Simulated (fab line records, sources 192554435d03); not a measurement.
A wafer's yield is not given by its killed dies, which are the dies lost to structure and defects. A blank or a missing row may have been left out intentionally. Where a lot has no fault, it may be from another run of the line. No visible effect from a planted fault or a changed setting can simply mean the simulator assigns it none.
Struck lot and sound lot, side by side | flow n5_finfet | 14 steps out of a route of 1938
Sound: the wafers L621.2, L621.3, L621.6. Struck: wafer L631.5. (L631.1, L631.6 of the same lot were not struck and are left out.) The cause comes at the end.
Per side, at each step with rows, come the tool, then ch with its chambers, and then its first start. Under that, the readings that differ: sound wafers | struck wafers | difference of the means | sigmas: that difference in standard deviations of wafers without a fault.
alike: a reading whose means differ by less than 2 such deviations, as well as words and numbers matching on both sides. not compared: withheld readings; readings where some wafer has no value; bounds like >300 that might hide an equal value; numbers whose values overlap and for which the record gives no deviation.
A row with sigmas, a row that says differs or no value, or rows on one side alone: a step with any of these is where the two part. Numbers that have no deviation but don't overlap get no sigmas and don't part them. A reading missing from all wafers of one side parts the sides only when that side holds two or more wafers.

first, 7 steps without rows for these wafers: N5_BEOL_M7_COAT_60 (time 60 s, resist thk 35 nm); N5_BEOL_M7_COAT_05 (resist thk 90 nm); N5_BEOL_M7_EBR_07; N5_BEOL_M7_SOFTBAKE_06 (time 60 s); N5_BEOL_M7_EXPOSE_08 (exposes mask M7); N5_BEOL_M7_PEB_09 (peb time 60 s); N5_BEOL_M7_DEVELOP_10 (develop time 30 s).
N5_BEOL_M7_CD_MEAS_11: target cd 38.5 nm.
  sound on cd_sem-03 ch 0, day 10 04:08; struck on cd_sem-02 ch 0, day 12 21:43
  alike: cd_nm
N5_BEOL_M7_OVL_MEAS_12:
  sound on overlay-02 ch 0, day 10 04:10; struck on overlay-02 ch 0, day 12 21:46
  alike: M7_OVL
N5_BEOL_M7_INSPECT_13: inspects for defects (brightfield).
  struck on defect_inspect-02, day 12 21:47; sound on defect_inspect-02, day 10 04:11
  alike: raw_defect_count
N5_BEOL_M7_DESCUM_16: chemistry O2, time 7.9 s.
  sound on rie_diel-01 ch 0,1, day 10 04:13; struck on rie_diel-03 ch 3, day 12 21:50
  alike: drypump_motor_current_A, oes_product_au, rf_vpp_V, showerhead_plenum_p_Torr, throttle_valve_pct
  not compared: rf_hours_counter_h
N5_BEOL_M7_ETCH_61: etches SiARC in CF4, target depth 45.5 nm, time 75.8 s.
  sound on rie_diel-01 ch 0,1, day 10 04:16; struck on rie_diel-03 ch 3, day 12 21:52
  alike: drypump_motor_current_A, etch_rf_on_time_s, oes_product_au, rf_fwd_power_W, rf_vpp_V, showerhead_plenum_p_Torr, throttle_valve_pct
  not compared: rf_hours_counter_h
N5_BEOL_M7_ETCH_62: etches SOC in N2/H2, target depth 110 nm, overetch 22 nm, time 165 s.
  sound on rie_diel-01 ch 0,1, day 10 04:19; struck on rie_diel-03 ch 3, day 12 21:56
  reading                                    | sound             | struck | difference | sigmas
  rf_fwd_power_W (W)                         | 841.4 837.3 837.9 | 1041.9 | +203.0     | +81
  rf_vpp_V (V)                               | 522.3 523.0 523.8 | 484.9  | -38.1      | -16
  model.SiARC_of_BEOL_M7_COAT_60.thk_nm (nm) | 28.4 28.2 28.2    | 27.6   | -0.7       |
  alike: drypump_motor_current_A, oes_product_au, showerhead_plenum_p_Torr, throttle_valve_pct
  not compared: rf_hours_counter_h
then, 1 step without rows for these wafers: N5_BEOL_M7_STRIP_68 (strips in N2/H2).

== WHERE THEY PART ==
Only at N5_BEOL_M7_ETCH_62, as far as this record shows.

WHY: what had been put in by the simulator
rie_diel-03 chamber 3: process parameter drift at N5_BEOL_M7_ETCH_62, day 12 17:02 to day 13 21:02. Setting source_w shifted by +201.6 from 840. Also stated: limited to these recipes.
